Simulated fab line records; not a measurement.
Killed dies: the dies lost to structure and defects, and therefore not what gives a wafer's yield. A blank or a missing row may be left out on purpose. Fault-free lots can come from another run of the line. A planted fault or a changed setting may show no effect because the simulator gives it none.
fab line records	flow n5Finfet
record: lots: 4	wafers: 12	lastDay: 19
route steps=1938 shown BEOL_M4@1099 BEOL_M5@1112 BEOL_M13@1713 PASSIVATION@1936
lots untouched by any fault: they come from a run of this same line in which no faults occurred
startH: the number of hours between the record's first day and the start of the first shown wafer of the lot	waitH: hours elapsed since this lot's preceding step	" same as the row above	L1.1+2: several wafers, shown together as one row	- no value, or no start was given	* or withheld: withheld	< > ~ a bound
route shown NAME@n: a module of which the file shows steps, and the number in the route of the first	usual: average and standard deviation across the fault-free wafers	same: alike in all rows	chamber/n: place in a boat	sites: readings site by site	_std_site: their standard deviation	_edge_site: the outer-site mean with the inner-site mean subtracted	radiusMm: how far each site lies from the wafer's centre	mask NAME#n: copy n	behind: tool/chamber where the wafer was last shaped	hold: cause of the lot's hold/its duration in hours/its outcome	device: whichever transistor did not switch (one of n, p or np)	end of line: tests of these same wafers at the route's end	for a step that has no rows: nothing shown but its recipe	killed: count of dies lost to structure and defects at first sort (not the wafer's yield)	map: shows each die of a wafer: x if killed, . if not, _ if none is there
set.NAME: the setting the step ran with; set.NAME@STEP: the setting that earlier step ran with	model.NAME: the simulator's own value behind a step, which no gauge read
certain route steps with their lots: each step a table, each wafer a row
services: a tool's chamber out of use, with start hour (startH, from the record's first day; less than 0 if before it), hours out, and reason
== steps ==
step: N5_BEOL_M4_ANNEAL_95
recipe: tempC: 400	timeS: 240	ambient: vacuum
step: N5_BEOL_M4_SPUTTER_96
recipe: material: Cu	targetThkA: 45	tempC: -20	chamberPressurePa: 0.07	powerW: withheld	timeS: 8.29
step: N5_BEOL_M4_ECD_50
recipe: material: Cu	targetThkA: 3000
step: N5_BEOL_M4_ANNEAL_51
recipe: tempC: 225	timeS: 90	ambient: N2
step: N5_BEOL_M4_CMP_52
recipe: stopOn: SiOC	tOverpolishS: 6.8	downForcePsi: 1	platenRpm: 50	clearingPlatenDownForcePsi: 1.5	clearingPlatenRpm: 50	postCmpClean: cuAlkaline	targetThkNm: 40	clearingPlatenPadVelocityMS: 0.99484	padVelocityMS: 0.99484
step: N5_BEOL_M4_PRE_CLEAN_60
recipe: gas: NH3/H2	timeS: 15	tempC: *	rfPowerW: 300
step: N5_BEOL_M4_CO_CAP_55
recipe: material: Co	targetThkA: 20	tempC: 200	precursor: CCTBA/H2	pressureTorr: 30	timeS: 102.1
step: N5_BEOL_M4_PRE_CLEAN_56
recipe: gas: NH3	timeS: 15	tempC: withheld	rfPowerW: 300
step: N5_BEOL_M4_DEP_57
recipe: material: SiCN	targetThkA: 80	tempC: withheld	precursor: 3MS/NH3	pressureTorr: 3	rfW: 202	timeS: 14
step: N5_BEOL_M4_RC_MEAS_101
usual: DIBL_N: 36.5/2.1	DIBL_P: 36.6/2.6	IOFF_N: 0.17/0.044	IOFF_P: 0.21/0.048	ION_N: 674/17	ION_P: 462/9.5	SS_N: 71.6/0.77	SS_P: 73.5/0.72	VT_N: 250/4.2	VT_P: -250/3.9
lot.wafer	tool	chamber	startH	waitH	DIBL_N[mV/V]	DIBL_P[mV/V]	IOFF_N[nA/um]	IOFF_P[nA/um]	ION_N[uA/um]	ION_P[uA/um]	SS_N[mV/dec]	SS_P[mV/dec]	VT_N[mV]	VT_P[mV]
L668.2	prober-01	0	222.23	0.2	38.8	38.2	0.22	0.28	694	478	71.5	73.9	248	-245
L668.4	"	0	"	"	36.1	34.2	0.15	0.22	664	464	72.0	73.1	253	-247
L668.5	"	0	"	"	35.9	34.6	0.16	0.22	666	463	70.9	72.9	251	-248
L678.3	prober-02	0	278.24	0.3	33.7	33.3	0.11	0.16	637	446	70.9	72.8	257	-258
L678.4	"	0	"	"	40.4	39.2	0.28	0.24	678	456	73.8	74.6	247	-252
L678.5	"	0	"	"	36.2	33.4	0.16	0.16	656	443	73.5	72.9	258	-256
L677.3	prober-01	0	288.53	0.3	37.6	37.2	0.18	0.20	678	458	71.9	73.1	249	-251
L677.5	"	0	"	"	35.9	35.8	0.17	0.20	695	473	71.0	73.6	244	-250
L677.6	"	0	"	"	36.9	36.7	0.16	0.21	684	462	71.3	73.8	251	-253
L684.1	prober-01	0	331.27	0.0	39.5	41.0	0.27	0.30	694	472	72.7	73.4	245	-245
L684.2	"	0	"	"	37.8	38.4	0.19	0.24	681	465	72.5	73.4	248	-249
L684.3	"	0	"	"	37.0	38.4	0.19	0.23	702	479	71.4	72.9	246	-248
step: N5_BEOL_M5_ILD_DEP_00
recipe: material: SiCOH_lowk	targetThkA: 1406.4	tempC: 300	precursor: DEMS/porogen	pressureTorr: 5	rfW: 500	timeS: 25.9
step: N5_BEOL_M5_CURE_79
recipe: tempC: 385	timeS: 240	ambient: He/Ar	material: SiCOH_lowk
step: N5_BEOL_M5_PECVD_70
recipe: material: SiO2	targetThkA: 160	tempC: 400	precursor: TEOS/O2	pressureTorr: 5.5	rfW: 450	teosFlowSccm: 53.8	gas: O2	flowSccm: 3000	timeS: 18
step: N5_BEOL_M5_HM_DEP_02
recipe: material: TiN	targetThkA: 200	tempC: 25	chamberPressurePa: 0.49996
step: N5_BEOL_M5_COAT_59
recipe: resist: SOC	tempC: 250	timeS: 60	spinRpm: 1500	resistThkNm: 60
step: N5_BEOL_M5_COAT_60
recipe: resist: SiARC	tempC: 220	timeS: 60	spinRpm: 1500	resistThkNm: 12
step: N5_BEOL_M5_COAT_71
recipe: resist: underlayer	tempC: 205	timeS: 60	spinRpm: 1500	resistThkNm: 5
step: N5_BEOL_M5_COAT_05
recipe: resist: CAR-EUV	spinRpm: 1500	resistThkNm: 30
step: N5_BEOL_M5_EBR_07
recipe: solvent: PGMEA	ebrWidthMm: 1.5
step: N5_BEOL_M5_SOFTBAKE_06
recipe: tempC: 110	timeS: 60	resist: CAR-EUV
step: N5_BEOL_M5_EXPOSE_08
recipe: maskId: M5	na: 0.33	sourceShape: annular	sigmaInner: 0.4	sigmaOuter: 0.8	polarization: unpolarized	targetCdNm: 28	doseMj: 35.75
step: N5_BEOL_M5_PEB_09
recipe: pebTempC: 100	pebTimeS: 60	resist: CAR-EUV
step: N5_BEOL_M5_DEVELOP_10
recipe: developTimeS: 30	developer: TMAH	resist: CAR-EUV	rinseLiquid: surfactantRinse	dry: airSpin	devTempC: 23
step: N5_BEOL_M5_DESCUM_16
recipe: chemistry: O2	timeS: 7	sourcePowerW: 50	biasPowerW: 20	pressureMtorr: 20	rfFrequencyHz: 2.712e+07	tempC: 40	resist: CAR-EUV	o2FlowSccm: 225
step: N5_BEOL_M5_ETCH_72
recipe: chemistry: N2/H2	target: underlayer	targetDepthA: 65	maskMaterial: CAR-EUV	timeS: 5.2	ionEnergyEv: 200	pressureMtorr: 30	sourceW: 840	biasW: 150	n2FlowSccm: 200	h2FlowSccm: 200	ends: cleared
step: N5_BEOL_M5_ETCH_61
recipe: chemistry: CF4	target: SiARC	targetDepthA: 156	maskMaterial: CAR-EUV	timeS: 26	ionEnergyEv: 80	pressureMtorr: 40	sourceW: 545	biasW: 36	Ar_flow_sccm: 100	cf4FlowSccm: 100	ends: cleared
step: N5_BEOL_M5_ETCH_62
recipe: chemistry: N2/H2	target: SOC	targetDepthA: 750	overetchA: 150	maskMaterial: SiARC	tempC: 40	timeS: 112.5	ionEnergyEv: 200	pressureMtorr: 30	sourceW: 840	biasW: 150	n2FlowSccm: 200	h2FlowSccm: 200
step: N5_BEOL_M5_STRIP_63
recipe: chemistry: N2/H2	tempC: 40	n2FlowSccm: 200	h2FlowSccm: 200	rfFrequencyHz: 6e+07
step: N5_BEOL_M5_STRIP_73
recipe: chemistry: N2/H2	tempC: 40	n2FlowSccm: 200	h2FlowSccm: 200	rfFrequencyHz: 6e+07
step: N5_BEOL_M5_STRIP_64
recipe: chemistry: CF4	resist: SiARC	powerW: 300	biasPowerW: 75	pressureMtorr: 50	cf4FlowSccm: 150	rfFrequencyHz: 6e+07
step: N5_BEOL_M5_HM_OPEN_17
recipe: chemistry: Cl2/BCl3	targetDepthA: 200	overetchA: 60	target: TiN	maskMaterial: SOC	ionEnergyEv: 150	pressureMtorr: 10	icpW: 1000	biasW: 126	Cl2_flow_sccm: 53.25	bcl3FlowSccm: 21.75	Ar_flow_sccm: 25
step: N5_BEOL_M5_STRIP_19
recipe: chemistry: O2	powerW: 400	tempC: 40	pressureMtorr: 30	rfFrequencyHz: 6e+07	biasPowerW: 0	overashFraction: 0.2	o2FlowSccm: 225
step: N5_BEOL_M5_COAT_65
recipe: resist: SOC	tempC: 250	timeS: 60	spinRpm: 1500	resistThkNm: 60
step: N5_BEOL_M5_COAT_66
recipe: resist: SiARC	tempC: 220	timeS: 60	spinRpm: 1500	resistThkNm: 12
step: N5_BEOL_M13_DEP_53
recipe: material: SiCN	targetThkA: 500	tempC: withheld	precursor: 3MS/NH3	pressureTorr: 3	rfW: 675	timeS: 17.8
usual: chamberPressureTorr: 3.000/0.0067	rfFwdPowerW: 667/3.4	showerheadPlenumPTorr: 4.166/0.019	throttleValvePct: 18.4/1.3
lot.wafer	tool	chamber	startH	waitH	chamberPressureTorr	rfFwdPowerW	showerheadPlenumPTorr	throttleValvePct
L668.2	pecvd-03	0	297.73	0.0	2.993	667	4.192	21.3
L668.4	"	0	"	"	3.004	665	4.195	21.3
L668.5	"	0	"	"	2.990	667	4.194	21.1
L678.3	pecvd-03	1	364.12	0.0	-	-	-	-
L678.4	"	0	"	"	-	-	-	-
L678.5	"	1	"	"	-	-	-	-
L677.3	pecvd-03	2	369.36	0.0	-	-	-	-
L677.5	"	0	"	"	-	-	-	-
L677.6	"	1	"	"	-	-	-	-
L684.1	pecvd-03	2	421.96	0.0	3.008	666	4.132	18.2
L684.2	"	0	"	"	3.006	667	4.183	21.4
L684.3	"	1	"	"	2.999	667	4.183	17.2
step: N5_PASSIVATION_PROBE_49
usual: defectLimitedYield: 91.2/1.5	killed_at_M0_to_M3: 36/10	killed_at_M4_up: 14/5.2	killedAtContacts: 12/6	killedAtFrontEnd: 37/10	killedAtOther: 4/3.3	killedDies: 104/18	killedOnRim: 14/4.1	killedOpen: 68/14	killedShort: 34/7.4	sort_bin_5_function: 5.2/1	sort_bin_6_memory: 3.3/0.7	sortNPass: 1076/18	sortYieldPct: 91.2/1.5
same: grossDies: 1180	killedAtBackSide: 0	sort_bin_4_leakage[%]: 0	sort_bin_8_speed[%]: 0
lot.wafer	tool	chamber	startH	waitH	defectLimitedYield[%]	killed_at_M0_to_M3	killed_at_M4_up	killedAtContacts	killedAtFrontEnd	killedAtOther	killedDies	killedOnRim	killedOpen	killedShort	sort_bin_5_function[%]	sort_bin_6_memory[%]	sortNPass	sortYieldPct[%]
L678.3	prober-01	-	400.61	0.1	0	38	1092	9	40	1	1180	152	66	32	96.8	2.8	0	0
L678.4	prober-01	-	400.66	0.2	0	34	1079	16	47	4	1180	152	79	46	96.3	3.4	0	0
L678.5	prober-01	-	400.71	0.2	0	33	1085	16	46	0	1180	152	72	36	95.7	3.9	0	0
L677.3	prober-01	-	401.30	0.1	0	30	1083	14	48	5	1180	152	76	35	95.5	4.1	0	0
L677.5	prober-01	-	401.40	0.2	0	30	1085	15	41	9	1180	152	71	35	96.3	3.5	0	0
L677.6	prober-01	-	401.45	0.3	0	36	1096	17	25	6	1180	152	67	29	95.5	4.1	0	0
killed by level:class
L678.3 BEOL_M13:areaDep=1081 STI_FIN_REVEAL:geometricParticle:open=15 BEOL_M0_SAQP:geometricParticle:open=14 MOL_CONTACT_COAG:geometricParticle:open=9 BEOL_M0_SAQP:geometricParticle:short=9 BEOL_M2:geometricParticle:open=6 ILD0:geometricParticle:short=5 FIN_SAQP:geometricParticle:short=4
L678.4 BEOL_M13:areaDep=1055 FIN_SAQP:geometricParticle:open=16 BEOL_M0_SAQP:geometricParticle:short=12 MOL_CONTACT_COAG:geometricParticle:open=12 BEOL_M0_SAQP:geometricParticle:open=11 BEOL_M4:geometricParticle:open=11 FIN_SAQP:geometricParticle:short=7 STI_FIN_REVEAL:geometricParticle:open=6
L678.5 BEOL_M13:areaDep=1070 MOL_CONTACT_COAG:geometricParticle:open=13 BEOL_M0_SAQP:geometricParticle:open=10 STI_FIN_REVEAL:geometricParticle:open=9 GATE_CUT:geometricParticle:short=8 BEOL_M0_SAQP:geometricParticle:short=7 FIN_SAQP:geometricParticle:open=6 BEOL_M1:geometricParticle:open=6
L677.3 BEOL_M13:areaDep=1068 BEOL_M0_SAQP:geometricParticle:open=15 MOL_CONTACT_COAG:geometricParticle:open=12 FIN_SAQP:geometricParticle:open=11 FIN_SAQP:geometricParticle:short=11 BEOL_M4:geometricParticle:open=8 STI_FIN_REVEAL:geometricParticle:open=8 BEOL_M0_SAQP:geometricParticle:short=8
L677.5 BEOL_M13:areaDep=1070 MOL_CONTACT_COAG:geometricParticle:open=12 STI_FIN_REVEAL:geometricParticle:open=10 BEOL_M0_SAQP:geometricParticle:short=9 FIN_SAQP:geometricParticle:open=8 BEOL_M0_SAQP:geometricParticle:open=8 FIN_SAQP:geometricParticle:short=5 STI_FIN_REVEAL:geometricParticle:short=5
L677.6 BEOL_M13:areaDep=1083 MOL_CONTACT_COAG:geometricParticle:open=16 BEOL_M0_SAQP:geometricParticle:short=12 BEOL_M0_SAQP:geometricParticle:open=12 BEOL_M4:geometricParticle:open=9 BEOL_M3:geometricParticle:open=8 GATE_CUT:geometricParticle:short=4 STI_FIN_REVEAL:geometricParticle:open=3
map L677.3 (x killed, . not)
_________________xxxxxxxxxxxx________________
______________xxxxxxxxxxxxxxxxxx_____________
___________xxxxxxxxxxxxxxxxxxxxxxxx__________
__________xxxxxxxxxxxxxxxxxxxxxxxxxx_________
________xxxxxxxxxxxxxxxxxxxxxxxxxxxxxx_______
_______xxxxxxxxxxxxxxxxxxxxxxxxxxxxxxxx______
______xxxxxxxxxxxxxxxxxxxxxxxxxxxxxxxxxx_____
_____xxxxxxxxxxxxxxxxxxxxxxxxxxxxxxxxxxxx____
____xxxxxxxxxxxxxxxxxxxxxxxxxxxxxxxxxxxxxx___
___xxxxxxxxxxxxxxxxxxxxxxxxxxxxxxxxxxxxxxxx__
___xxxxxxxxxxxxxxxxxxxxxxxxxxxxxxxxxxxxxxxx__
__xxxxxxxxxxxxxxxxxxxxxxxxxxxxxxxxxxxxxxxxxx_
__xxxxxxxxxxxxxxxxxxxxxxxxxxxxxxxxxxxxxxxxxx_
_xxxxxxxxxxxxxxxxxxxxxxxxxxxxxxxxxxxxxxxxxxxx
_xxxxxxxxxxxxxxxxxxxxxxxxxxxxxxxxxxxxxxxxxxxx
_xxxxxxxxxxxxxxxxxxxxxxxxxxxxxxxxxxxxxxxxxxxx
_xxxxxxxxxxxxxxxxxxxxxxxxxxxxxxxxxxxxxxxxxxxx
_xxxxxxxxxxxxxxxxxxxxxxxxxxxxxxxxxxxxxxxxxxxx
_xxxxxxxxxxxxxxxxxxxxxxxxxxxxxxxxxxxxxxxxxxxx
_xxxxxxxxxxxxxxxxxxxxxxxxxxxxxxxxxxxxxxxxxxxx
_xxxxxxxxxxxxxxxxxxxxxxxxxxxxxxxxxxxxxxxxxxxx
__xxxxxxxxxxxxxxxxxxxxxxxxxxxxxxxxxxxxxxxxxx_
__xxxxxxxxxxxxxxxxxxxxxxxxxxxxxxxxxxxxxxxxxx_
___xxxxxxxxxxxxxxxxxxxxxxxxxxxxxxxxxxxxxxxx__
___xxxxxxxxxxxxxxxxxxxxxxxxxxxxxxxxxxxxxxxx__
____xxxxxxxxxxxxxxxxxxxxxxxxxxxxxxxxxxxxxx___
_____xxxxxxxxxxxxxxxxxxxxxxxxxxxxxxxxxxxx____
______xxxxxxxxxxxxxxxxxxxxxxxxxxxxxxxxxx_____
_______xxxxxxxxxxxxxxxxxxxxxxxxxxxxxxxx______
________xxxxxxxxxxxxxxxxxxxxxxxxxxxxxx_______
__________xxxxxxxxxxxxxxxxxxxxxxxxxx_________
___________xxxxxxxxxxxxxxxxxxxxxxxx__________
______________xxxxxxxxxxxxxxxxxx_____________
_________________xxxxxxxxxxxx________________
map L678.3 (x killed, . not)
_________________xxxxxxxxxxxx________________
______________xxxxxxxxxxxxxxxxxx_____________
___________xxxxxxxxxxxxxxxxxxxxxxxx__________
__________xxxxxxxxxxxxxxxxxxxxxxxxxx_________
________xxxxxxxxxxxxxxxxxxxxxxxxxxxxxx_______
_______xxxxxxxxxxxxxxxxxxxxxxxxxxxxxxxx______
______xxxxxxxxxxxxxxxxxxxxxxxxxxxxxxxxxx_____
_____xxxxxxxxxxxxxxxxxxxxxxxxxxxxxxxxxxxx____
____xxxxxxxxxxxxxxxxxxxxxxxxxxxxxxxxxxxxxx___
___xxxxxxxxxxxxxxxxxxxxxxxxxxxxxxxxxxxxxxxx__
___xxxxxxxxxxxxxxxxxxxxxxxxxxxxxxxxxxxxxxxx__
__xxxxxxxxxxxxxxxxxxxxxxxxxxxxxxxxxxxxxxxxxx_
__xxxxxxxxxxxxxxxxxxxxxxxxxxxxxxxxxxxxxxxxxx_
_xxxxxxxxxxxxxxxxxxxxxxxxxxxxxxxxxxxxxxxxxxxx
_xxxxxxxxxxxxxxxxxxxxxxxxxxxxxxxxxxxxxxxxxxxx
_xxxxxxxxxxxxxxxxxxxxxxxxxxxxxxxxxxxxxxxxxxxx
_xxxxxxxxxxxxxxxxxxxxxxxxxxxxxxxxxxxxxxxxxxxx
_xxxxxxxxxxxxxxxxxxxxxxxxxxxxxxxxxxxxxxxxxxxx
_xxxxxxxxxxxxxxxxxxxxxxxxxxxxxxxxxxxxxxxxxxxx
_xxxxxxxxxxxxxxxxxxxxxxxxxxxxxxxxxxxxxxxxxxxx
_xxxxxxxxxxxxxxxxxxxxxxxxxxxxxxxxxxxxxxxxxxxx
__xxxxxxxxxxxxxxxxxxxxxxxxxxxxxxxxxxxxxxxxxx_
__xxxxxxxxxxxxxxxxxxxxxxxxxxxxxxxxxxxxxxxxxx_
___xxxxxxxxxxxxxxxxxxxxxxxxxxxxxxxxxxxxxxxx__
___xxxxxxxxxxxxxxxxxxxxxxxxxxxxxxxxxxxxxxxx__
____xxxxxxxxxxxxxxxxxxxxxxxxxxxxxxxxxxxxxx___
_____xxxxxxxxxxxxxxxxxxxxxxxxxxxxxxxxxxxx____
______xxxxxxxxxxxxxxxxxxxxxxxxxxxxxxxxxx_____
_______xxxxxxxxxxxxxxxxxxxxxxxxxxxxxxxx______
________xxxxxxxxxxxxxxxxxxxxxxxxxxxxxx_______
__________xxxxxxxxxxxxxxxxxxxxxxxxxx_________
___________xxxxxxxxxxxxxxxxxxxxxxxx__________
______________xxxxxxxxxxxxxxxxxx_____________
_________________xxxxxxxxxxxx________________
== services ==
tool	chamber	startH	hours	kind
pecvd-03	0	280.98	5.5	scheduledDown
pecvd-03	0	307.10	28.4	repair
pecvd-03	1	373.44	2.1	scheduledDown
== key ==
firstSign: step: N5_BEOL_M13_DEP_53	reading: toolRecord	direction: missing
effect: step: N5_PASSIVATION_PROBE_49	reading: killed_at_M4_up	direction: up	sigmas: 99+	usual: 14	struck: 1087
moreKillsBornAt: N5_BEOL_M13_DEP_53@pecvd-03: 6427
metAt N5_BEOL_M13_DEP_53
struckWafers L677.3,L677.5,L677.6,L678.3,L678.4,L678.5
laterRowsLeftOut L677.3,L677.5,L677.6,L678.3,L678.4,L678.5
onsetBetween 297.73 364.12
fault: kind: skippedStepWhole	tool: pecvd-03	chamber: -	onsetH: 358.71	steps: N5_BEOL_M13_DEP_53	scope: struckLotsOnly
laterRowsLeftOut: the simulator's readings of these wafers behind a module that went badly wrong aren't trusted and aren't shown, but for the sort
